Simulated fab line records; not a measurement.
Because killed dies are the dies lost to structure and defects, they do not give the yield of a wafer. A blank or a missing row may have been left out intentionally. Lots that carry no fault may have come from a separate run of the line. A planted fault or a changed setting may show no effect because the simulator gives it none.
What tool caused it?	flow nand_harc	Sampling: 24 lots, 72 wafers, 6 of 1302 route steps

== WHAT EACH GAUGE READ, for each wafer ==
Not one reading of a measure or inspect step in the record can be checked against a usual standard deviation.

== TOOL THAT RAN EACH LOT (tool first, then ch and the chambers of the sampled wafers, then the start) ==
lot	NHARC_A_CHANNEL_FILL_D2_CMP_10	NHARC_A_STAIRCASE_DESCUM_11	NHARC_A_STAIRCASE_TRIM_20	NHARC_A_STAIRCASE_ETCH_190	NHARC_A_STAIRCASE_ETCH_192	NHARC_A_STAIRCASE_TRIM_193
L074	cmp-04 ch 0,1,3, day 15 22:32	rie_diel-02 ch 0,1,3, day 16 01:56	rie_diel-02 ch 0,1, day 16 03:14	rie_diel-03 ch 0,1,2, no start	rie_diel-03 ch 0,1,3, no start	rie_diel-03 ch 1,2,3, no start
L076	cmp-04 ch 2,3, day 16 10:55	rie_diel-03 ch 0,1, day 16 14:35	rie_diel-03 ch 0,1,3, day 16 15:49	rie_diel-02 ch 1,2,3, no start	rie_diel-02 ch 1,2,3, no start	rie_diel-02 ch 0,2,3, no start
L075	cmp-01 ch 1,2,3, day 16 10:55	rie_diel-11 ch 0,3, day 16 14:17	rie_diel-11 ch 2,3, day 16 15:25	rie_diel-11 ch 0,1,3, no start	rie_diel-11 ch 1,2, no start	rie_diel-11 ch 1,2,3, no start
L077	cmp-03 ch 0,1,2, day 16 17:51	rie_diel-11 ch 1,2,3, day 16 21:21	rie_diel-11 ch 0,1,2, day 16 22:27	rie_diel-02 ch 0,1,3, no start	rie_diel-02 ch 0,1,3, no start	rie_diel-02 ch 0,1,2, no start
L078	cmp-03 ch 1,2,3, day 17 12:32	rie_diel-03 ch 0,1,3, day 17 21:04	rie_diel-02 ch 0,1,2, day 17 22:10	rie_diel-11 ch 0,1,3, no start	rie_diel-11 ch 0,1,3, no start	rie_diel-11 ch 1,2,3, no start
L079	cmp-03 ch 2,3, day 18 02:11	rie_diel-02 ch 0,1, day 18 06:02	rie_diel-03 ch 0,1,2, day 18 07:11	rie_diel-11 ch 0,1, no start	rie_diel-11 ch 0,1, no start	rie_diel-11 ch 0,1,2, no start
L080	cmp-01 ch 1,2, day 19 00:28	rie_diel-02 ch 0,1, day 19 04:08	rie_diel-02 ch 0,1,3, day 19 05:17	rie_diel-02 ch 1,2,3, no start	rie_diel-02 ch 0,3, no start	rie_diel-02 ch 2,3, no start
L081	cmp-04 ch 0,1, day 19 05:41	rie_diel-02 ch 0,1,3, day 19 09:03	rie_diel-02 ch 1,2, day 19 10:10	rie_diel-02 ch 1,2,3, no start	rie_diel-02 ch 1,2,3, no start	rie_diel-02 ch 0,1,2, no start
L082	cmp-04 ch 0,1,3, day 19 16:58	rie_diel-11 ch 1,3, day 19 20:41	rie_diel-02 ch 0,2, day 19 21:57	rie_diel-02 ch 1,2,3, no start	rie_diel-02 ch 0,1,2, no start	rie_diel-02 ch 2,3, no start
L084	cmp-01 ch 0,2,3, day 19 16:59	rie_diel-03 ch 0,1,2, day 19 20:29	rie_diel-03 ch 0,1, day 19 21:37	rie_diel-03 ch 0,3, no start	rie_diel-03 ch 0,3, no start	rie_diel-03 ch 0,1,2, no start
L083	cmp-01 ch 0,1,2, day 19 22:24	rie_diel-03 ch 0,2,3, day 20 01:49	rie_diel-11 ch 0,1,3, day 20 04:14	rie_diel-11 ch 0,1,2, no start	rie_diel-11 ch 0,1,2, no start	rie_diel-11 ch 0,2,3, no start
L086	cmp-01 ch 0,1,3, day 20 12:21	rie_diel-11 ch 1,2,3, day 20 16:02	rie_diel-11 ch 1,2, day 20 17:16	rie_diel-11 ch 1,3, no start	rie_diel-11 ch 0,1,2, no start	rie_diel-11 ch 0,2, no start
L085	cmp-03 ch 0,1,3, day 20 12:22	rie_diel-11 ch 1,2,3, day 20 15:43	rie_diel-03 ch 0,1,3, day 20 16:58	rie_diel-03 ch 0,1,3, no start	rie_diel-03 ch 1,2,3, no start	rie_diel-03 ch 0,2,3, no start
L087	cmp-04 ch 1,2,3, day 20 18:17	rie_diel-03 ch 0,2, day 20 21:48	rie_diel-03 ch 1,2,3, day 20 23:01	rie_diel-03 ch 0,1, no start	rie_diel-03 ch 0,2,3, no start	rie_diel-03 ch 0,1,2, no start
L089	cmp-03 ch 1,3, day 22 05:08	rie_diel-11 ch 0,2,3, day 22 08:59	rie_diel-03 ch 1,3, day 22 10:11	rie_diel-11 ch 1,2, no start	rie_diel-11 ch 1,2, no start	rie_diel-11 ch 1,3, no start
L088	cmp-01 ch 0,2,3, day 22 05:11	rie_diel-02 ch 2,3, day 22 08:42	rie_diel-02 ch 1,2,3, day 22 09:52	rie_diel-02 ch 0,1, no start	rie_diel-02 ch 0,1,2, no start	rie_diel-02 ch 0,2,3, no start
L091	cmp-04 ch 0,1,2, day 22 11:40	rie_diel-02 ch 1,2,3, day 22 15:08	rie_diel-11 ch 1,2,3, day 22 16:14	rie_diel-03 ch 0,2,3, no start	rie_diel-03 ch 0,1,3, no start	rie_diel-03 ch 0,2,3, no start
L090	cmp-01 ch 1,3, day 22 15:28	rie_diel-02 ch 1,2, day 22 20:34	rie_diel-02 ch 0,1,2, day 22 21:42	rie_diel-11 ch 1,2,3, no start	rie_diel-11 ch 1,3, no start	rie_diel-11 ch 1,2, no start
L092	cmp-01 ch 1,2,3, day 23 01:35	rie_diel-03 ch 0,3, day 23 05:14	rie_diel-02 ch 0,1,3, day 23 06:32	rie_diel-02 ch 1,3, no start	rie_diel-02 ch 1,3, no start	rie_diel-02 ch 1,3, no start
L093	cmp-03 ch 0,1,2, day 23 23:16	rie_diel-02 ch 1,2,3, day 24 03:21	rie_diel-02 ch 1,2,3, day 24 04:31	rie_diel-02 ch 0,2,3, no start	rie_diel-02 ch 0,2,3, no start	rie_diel-02 ch 0,2,3, no start
L094	cmp-01 ch 2,3, day 24 04:55	rie_diel-11 ch 1,3, day 24 08:17	rie_diel-03 ch 0,2,3, day 24 09:35	rie_diel-02 ch 0,1, no start	rie_diel-02 ch 1,2, no start	rie_diel-02 ch 0,2,3, no start
L095	cmp-03 ch 0,2, day 24 13:03	rie_diel-11 ch 0,1,2, day 24 17:08	rie_diel-11 ch 2,3, day 24 18:14	rie_diel-03 ch 0,1,2, no start	rie_diel-03 ch 2,3, no start	rie_diel-03 ch 1,2, no start
L096	cmp-01 ch 0,1,3, day 24 13:06	rie_diel-03 ch 1,3, day 24 16:51	rie_diel-02 ch 1,3, day 24 17:58	rie_diel-11 ch 1,2, no start	rie_diel-11 ch 0,1,2, no start	rie_diel-11 ch 0,2, no start
L097	cmp-04 ch 0,1,2, day 24 23:14	rie_diel-11 ch 0,2,3, day 25 03:08	rie_diel-02 ch 0,1,2, day 25 05:00	rie_diel-02 ch 0,1,2, no start	rie_diel-02 ch 0,2,3, no start	rie_diel-02 ch 0,2,3, no start
- NHARC_A_CHANNEL_FILL_D2_CMP_10: polishes, target thk 150 nm.
- NHARC_A_STAIRCASE_DESCUM_11: chemistry O2, time 3 s.
- NHARC_A_STAIRCASE_TRIM_20: chemistry O2, time 211.2 s.
- NHARC_A_STAIRCASE_ETCH_190: etches the open film in C4F8/O2, target depth 100 nm, time 40.5 s.
- NHARC_A_STAIRCASE_ETCH_192: etches the open film in C4F8/O2, target depth 100 nm, time 40.5 s.
- NHARC_A_STAIRCASE_TRIM_193: chemistry O2, time 211.2 s.

== AS READ BY THE TOOLS THEMSELVES (means over the sampled wafers that have a number; for cases with no such wafer, the mark the record gives instead) ==
NHARC_A_CHANNEL_FILL_D2_CMP_10. Usual: motor_current_A 12.0 A, standard deviation 1; retaining_ring_pressure_frac 1.000, standard deviation 0.0049; time_to_endpoint_s 15.2 s, standard deviation 2.2.
lot	tool	motor_current_A (A)	retaining_ring_pressure_frac	time_to_endpoint_s (s)	flag
L074	cmp-04	12.5	0.995	15.2	
L076	cmp-04	12.5	1.004	13.5	
L075	cmp-01	11.3	1.000	15.5	
L077	cmp-03	12.7	0.998	13.5	
L078	cmp-03	12.8	0.997	15.7	
L079	cmp-03	13.0	0.996	13.6	
L080	cmp-01	10.8	0.997	13.9	
L081	cmp-04	12.5	1.002	19.1	
L082	cmp-04	12.1	1.001	15.2	
L084	cmp-01	11.3	1.001	16.3	
L083	cmp-01	11.0	1.001	17.4	
L086	cmp-01	11.4	0.998	13.2	
L085	cmp-03	11.7	0.999	13.8	
L087	cmp-04	12.9	1.000	15.9	
L089	cmp-03	12.2	1.004	15.1	
L088	cmp-01	11.8	1.001	17.4	
L091	cmp-04	12.9	1.002	16.7	
L090	cmp-01	11.8	1.002	15.2	
L092	cmp-01	11.6	0.996	17.6	
L093	cmp-03	12.4	1.005	12.2	
L094	cmp-01	11.5	1.003	14.3	
L095	cmp-03	12.8	1.000	11.6	
L096	cmp-01	11.4	1.007	13.3	
L097	cmp-04	13.0	1.001	16.3	

NHARC_A_STAIRCASE_DESCUM_11. Usual: drypump_motor_current_A 5.6 A, standard deviation 0.42; oes_product_au 0.997 a.u., standard deviation 0.0097; rf_vpp_V 57.6 V, standard deviation 0.88; showerhead_plenum_p_Torr 1.88 Torr, standard deviation 0.084; throttle_valve_pct 11.311 %, standard deviation 0.0093.
lot	tool	drypump_motor_current_A (A)	oes_product_au (a.u.)	rf_vpp_V (V)	showerhead_plenum_p_Torr (Torr)	throttle_valve_pct (%)	flag
L074	rie_diel-02	5.5	0.994	58.7	1.96	11.305	
L076	rie_diel-03	5.8	0.980	57.7	1.82	11.326	
L075	rie_diel-11	6.2	0.995	56.8	1.85	11.305	
L077	rie_diel-11	5.6	0.998	57.2	1.81	11.309	
L078	rie_diel-03	5.7	0.997	57.4	1.85	11.311	
L079	rie_diel-02	5.9	0.996	58.6	2.02	11.313	
L080	rie_diel-02	5.6	0.998	57.6	1.97	11.307	
L081	rie_diel-02	5.6	1.007	57.5	1.95	11.311	
L082	rie_diel-11	5.7	1.006	57.8	1.80	11.304	
L084	rie_diel-03	5.8	0.988	57.1	1.86	11.300	
L083	rie_diel-03	5.5	0.995	57.8	1.90	11.301	
L086	rie_diel-11	5.6	1.006	57.4	1.81	11.317	
L085	rie_diel-11	5.6	1.002	56.7	1.80	11.306	
L087	rie_diel-03	5.9	0.981	58.7	1.91	11.313	
L089	rie_diel-11	5.8	0.998	57.3	1.83	11.316	
L088	rie_diel-02	5.0	1.000	57.1	1.88	11.309	
L091	rie_diel-02	5.4	0.997	57.6	1.93	11.312	
L090	rie_diel-02	5.4	0.991	57.7	1.94	11.303	
L092	rie_diel-03	5.4	0.995	58.2	1.88	11.312	
L093	rie_diel-02	5.5	0.991	58.4	1.93	11.311	
L094	rie_diel-11	5.8	1.007	58.0	1.79	11.318	
L095	rie_diel-11	5.7	1.006	57.3	1.81	11.315	
L096	rie_diel-03	5.6	0.992	58.5	1.99	11.310	
L097	rie_diel-11	5.8	0.997	57.8	1.83	11.317	

NHARC_A_STAIRCASE_TRIM_20. Usual: drypump_motor_current_A 5.6 A, standard deviation 0.44; oes_product_au 0.996 a.u., standard deviation 0.011; rf_vpp_V 57.6 V, standard deviation 0.88; showerhead_plenum_p_Torr 3.50 Torr, standard deviation 0.15; throttle_valve_pct 17.036 %, standard deviation 0.01.
lot	tool	drypump_motor_current_A (A)	oes_product_au (a.u.)	rf_vpp_V (V)	showerhead_plenum_p_Torr (Torr)	throttle_valve_pct (%)	flag
L074	rie_diel-02	5.9	0.985	57.3	3.71	17.041	
L076	rie_diel-03	5.7	0.987	58.3	3.43	17.040	
L075	rie_diel-11	5.7	0.993	57.5	3.39	17.036	
L077	rie_diel-11	5.7	0.995	57.3	3.38	17.034	
L078	rie_diel-02	5.5	0.998	58.4	3.62	17.040	
L079	rie_diel-03	5.8	0.977	57.8	3.44	17.040	
L080	rie_diel-02	5.5	1.003	57.3	3.59	17.035	
L081	rie_diel-02	5.8	0.985	57.6	3.68	17.043	
L082	rie_diel-02	5.1	0.992	56.8	3.53	17.027	
L084	rie_diel-03	5.9	0.984	57.1	3.35	17.055	
L083	rie_diel-11	5.9	1.007	57.6	3.36	17.040	
L086	rie_diel-11	5.4	1.006	57.2	3.35	17.040	
L085	rie_diel-03	5.7	0.989	57.5	3.60	17.030	
L087	rie_diel-03	5.5	0.990	59.1	3.59	17.043	
L089	rie_diel-03	5.3	0.994	57.4	3.57	17.025	
L088	rie_diel-02	5.5	0.995	57.7	3.56	17.030	
L091	rie_diel-11	5.6	1.016	57.2	3.34	17.041	
L090	rie_diel-02	5.4	0.989	57.0	3.59	17.037	
L092	rie_diel-02	5.6	0.993	57.2	3.57	17.030	
L093	rie_diel-02	5.5	0.995	58.6	3.55	17.028	
L094	rie_diel-03	5.6	1.000	58.1	3.48	17.038	
L095	rie_diel-11	5.7	1.010	57.3	3.35	17.038	
L096	rie_diel-02	5.5	0.998	57.3	3.52	17.028	
L097	rie_diel-02	5.5	1.000	58.1	3.59	17.049	

NHARC_A_STAIRCASE_ETCH_190. Usual: oes_product_au 0.940 a.u., standard deviation 0.01; rf_vpp_V 894 V, standard deviation 5.3.
lot	tool	oes_product_au (a.u.)	rf_vpp_V (V)	flag
L074	rie_diel-03	0.924	893	
L076	rie_diel-02	0.944	898	
L075	rie_diel-11	0.930	891	
L077	rie_diel-02	0.954	898	
L078	rie_diel-11	0.940	890	
L079	rie_diel-11	0.939	891	
L080	rie_diel-02	0.942	898	
L081	rie_diel-02	0.946	898	
L082	rie_diel-02	0.944	898	
L084	rie_diel-03	0.934	894	
L083	rie_diel-11	0.953	890	
L086	rie_diel-11	0.941	889	
L085	rie_diel-03	0.927	898	
L087	rie_diel-03	0.942	903	
L089	rie_diel-11	0.941	888	
L088	rie_diel-02	0.938	901	
L091	rie_diel-03	0.930	894	
L090	rie_diel-11	0.935	888	
L092	rie_diel-02	0.938	896	
L093	rie_diel-02	0.942	894	
L094	rie_diel-02	0.938	901	
L095	rie_diel-03	0.938	898	
L096	rie_diel-11	0.945	888	
L097	rie_diel-02	0.938	899	

NHARC_A_STAIRCASE_ETCH_192. Usual: oes_product_au 0.942 a.u., standard deviation 0.011; rf_vpp_V 894 V, standard deviation 5.1.
lot	tool	oes_product_au (a.u.)	rf_vpp_V (V)	flag
L074	rie_diel-03	0.938	893	
L076	rie_diel-02	0.951	898	
L075	rie_diel-11	0.940	889	
L077	rie_diel-02	0.951	899	
L078	rie_diel-11	0.948	889	
L079	rie_diel-11	0.942	890	
L080	rie_diel-02	0.939	894	
L081	rie_diel-02	0.946	897	
L082	rie_diel-02	0.938	899	
L084	rie_diel-03	0.940	894	
L083	rie_diel-11	0.947	890	
L086	rie_diel-11	0.950	891	
L085	rie_diel-03	0.941	898	
L087	rie_diel-03	0.936	895	
L089	rie_diel-11	0.947	889	
L088	rie_diel-02	0.922	899	
L091	rie_diel-03	0.944	899	
L090	rie_diel-11	0.939	888	
L092	rie_diel-02	0.938	900	
L093	rie_diel-02	0.944	893	
L094	rie_diel-02	0.933	900	
L095	rie_diel-03	0.940	893	
L096	rie_diel-11	0.941	890	
L097	rie_diel-02	0.944	895	

NHARC_A_STAIRCASE_TRIM_193. Usual: drypump_motor_current_A 5.5 A, standard deviation 0.43; oes_product_au 0.997 a.u., standard deviation 0.01; rf_vpp_V 57.7 V, standard deviation 0.99; showerhead_plenum_p_Torr 3.48 Torr, standard deviation 0.14; throttle_valve_pct 17.036 %, standard deviation 0.01.
lot	tool	drypump_motor_current_A (A)	oes_product_au (a.u.)	rf_vpp_V (V)	showerhead_plenum_p_Torr (Torr)	throttle_valve_pct (%)	flag
L074	rie_diel-03	5.5	0.989	56.7	3.43	17.043	
L076	rie_diel-02	5.1	1.000	57.1	3.51	17.039	
L075	rie_diel-11	5.6	0.998	57.7	3.36	17.035	
L077	rie_diel-02	5.4	0.994	58.0	3.62	17.037	
L078	rie_diel-11	5.6	0.992	56.9	3.35	17.033	
L079	rie_diel-11	5.7	0.999	56.9	3.38	17.031	
L080	rie_diel-02	5.2	1.002	57.8	3.46	17.037	
L081	rie_diel-02	5.4	0.997	58.2	3.61	17.034	
L082	rie_diel-02	5.1	1.001	57.9	3.49	17.036	
L084	rie_diel-03	5.8	0.992	58.0	3.43	17.028	
L083	rie_diel-11	5.8	1.000	58.0	3.40	17.043	
L086	rie_diel-11	6.0	0.998	56.3	3.42	17.034	
L085	rie_diel-03	5.6	0.994	57.7	3.50	17.029	
L087	rie_diel-03	5.8	0.985	57.8	3.61	17.037	
L089	rie_diel-11	5.7	1.008	58.3	3.30	17.042	
L088	rie_diel-02	5.1	1.003	57.5	3.49	17.032	
L091	rie_diel-03	5.6	0.997	57.7	3.49	17.027	
L090	rie_diel-11	5.5	1.014	57.2	3.31	17.034	
L092	rie_diel-02	5.9	0.986	57.6	3.64	17.031	
L093	rie_diel-02	5.1	0.994	57.7	3.48	17.041	
L094	rie_diel-02	5.2	0.997	56.7	3.48	17.029	
L095	rie_diel-03	5.6	0.987	58.2	3.59	17.038	
L096	rie_diel-11	5.6	1.002	57.6	3.39	17.049	
L097	rie_diel-02	5.1	0.997	57.8	3.47	17.022	

== THE ANSWER, worked out from the rows above alone ==
Rule: a lot is off if the mean of its wafers that have a number lies more than 3 standard deviations from the usual mean. Also off: a lot with no number at a reading for which 4 or more lots have one. The other lots that the step has rows for count as sound. Order of review: gauges by route order, followed by the tools' own readings, for which a lot's mean as printed above is used. At the first step where some lot is off, the reading lying furthest off is the one used; lots without a number count as furthest.
Nothing can be told from this: no lot is off at any reading shown.

== WHAT THE SIMULATOR PUT IN ==
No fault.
